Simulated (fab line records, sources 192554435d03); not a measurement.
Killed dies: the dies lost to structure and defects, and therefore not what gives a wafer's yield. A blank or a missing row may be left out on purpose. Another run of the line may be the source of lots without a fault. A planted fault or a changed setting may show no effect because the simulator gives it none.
A single fault, viewed from 2 desks + flow n5-finfet + what lay behind the numbers comes last; until then each desk has only its own

## METROLOGY DESK
Lot by lot, what the gauges showed, no matter which tool ran the lot: averages of those sampled wafers that carry a number. A lot is out of limits, marked OUT, if its mean lies more than 4 standard deviations from the usual mean; the brackets give that distance. Only the readings that lie furthest out on some lot appear, 7 of the 11 it has.
Columns: A = trench-depth-nm at N5_BEOL_M1_OCD_MEAS_38, usual 55.0 nm; B = IOFF_N at N5_BEOL_M4_RC_MEAS_101, usual 0.17 nA/um; C = IOFF_P at N5_BEOL_M4_RC_MEAS_101, usual 0.24 nA/um; D = ION_N at N5_BEOL_M4_RC_MEAS_101, usual 681 uA/um; E = ION_P at N5_BEOL_M4_RC_MEAS_101, usual 469 uA/um; F = VT_N at N5_BEOL_M4_RC_MEAS_101, usual 249 mV; G = VT_P at N5_BEOL_M4_RC_MEAS_101, usual -248 mV
| lot  | first seen here | A    | B    | C    | D   | E   | F   | G    |
|------|-----------------|------|------|------|-----|-----|-----|------|
| L424 | day 7 01:05     | 56.1 | 0.19 | 0.23 | 685 | 464 | 249 | -252 |
| L425 | day 7 11:49     | 54.6 | 0.18 | 0.28 | 681 | 476 | 247 | -244 |
| L426 | day 7 15:55     | 55.3 | 0.19 | 0.32 | 688 | 483 | 247 | -242 |
| L429 | day 8 13:09     | 55.1 | 0.15 | 0.21 | 670 | 465 | 250 | -249 |
| L438 | day 10 14:47    | 53.8 | 0.15 | 0.21 | 661 | 457 | 251 | -251 |
| L440 | day 10 21:22    | 54.5 | 0.23 | 0.26 | 694 | 471 | 245 | -248 |
| L441 | day 11 02:53    | 55.3 | 0.16 | 0.22 | 681 | 470 | 251 | -249 |
| L442 | day 11 10:14    | 54.7 | 0.18 | 0.23 | 688 | 473 | 246 | -248 |
| L444 | day 11 21:41    | 54.5 | 0.16 | 0.24 | 676 | 465 | 250 | -248 |
This desk found nothing out of limits on any of the 9 lots.

## DESK OF THE TOOL OWNER: rie-diel-05
The tool's own readings at N5_BEOL_M1_ETCH_70 (etches SOC in N2/H2, target depth 80 nm, overetch 16 nm, time 120 s): means of the sampled wafers that have a number, for each lot that ran on this tool. A lot is out of limits, marked OUT, if its mean lies more than 4 standard deviations from the usual mean; the brackets give that distance.
Columns: A = drypump-motor-current-A at N5_BEOL_M1_ETCH_70, usual 5.7 A; B = oes-product-au at N5_BEOL_M1_ETCH_70, usual 0.60 a.u.; C = rf-fwd-power-W at N5_BEOL_M1_ETCH_70, usual 835.2 W; D = rf-vpp-V at N5_BEOL_M1_ETCH_70, usual 524.2 V; E = showerhead-plenum-p-Torr at N5_BEOL_M1_ETCH_70, usual 2.55 Torr; F = throttle-valve-pct at N5_BEOL_M1_ETCH_70, usual 18.0 %
| lot  | first seen here | A   | B    | C               | D                | E    | F    |
|------|-----------------|-----|------|-----------------|------------------|------|------|
| L425 | day 7 11:28     | 5.8 | 0.61 | 704.2 (-52) OUT | 558.2 (+16) OUT  | 2.59 | 18.0 |
| L426 | day 7 15:34     | 5.8 | 0.62 | 767.9 (-27) OUT | 541.8 (+8.4) OUT | 2.56 | 17.9 |
| L440 | day 10 21:01    | 5.5 | 0.60 | 833.9           | 524.5            | 2.55 | 18.0 |
| L441 | day 11 02:31    | 5.6 | 0.60 | 835.9           | 524.8            | 2.55 | 18.0 |
| L442 | day 11 09:53    | 5.8 | 0.60 | 837.6           | 525.3            | 2.55 | 17.9 |
| L444 | day 11 21:20    | 5.6 | 0.60 | 834.7           | 523.3            | 2.55 | 18.0 |
This desk finds L425, L426 out of limits, L425 being first, at day 7 11:28 (rf-fwd-power-W at N5_BEOL_M1_ETCH_70). L440, L441, L442, L444: within limits.

## TAKEN TOGETHER
On L425, L426, at day 7 11:28, an alarm was possible from the tool owner's desk.
Metrology desk: nothing out of limits seen.
The metrology desk holds a record of L425, L426, inside its limits.
Of the lots named, all ran N5_BEOL_M1_ETCH_70 on rie-diel-05.

## WHAT WAS PUT IN BY THE SIMULATOR
rie-diel-05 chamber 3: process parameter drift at N5_BEOL_M1_ETCH_70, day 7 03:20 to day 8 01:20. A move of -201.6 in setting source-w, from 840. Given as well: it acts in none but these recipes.
Shown lots that were struck: L425, L426.
Each desk's first reading out of limits, in hours after the fault started: the tool owner's desk, 8.
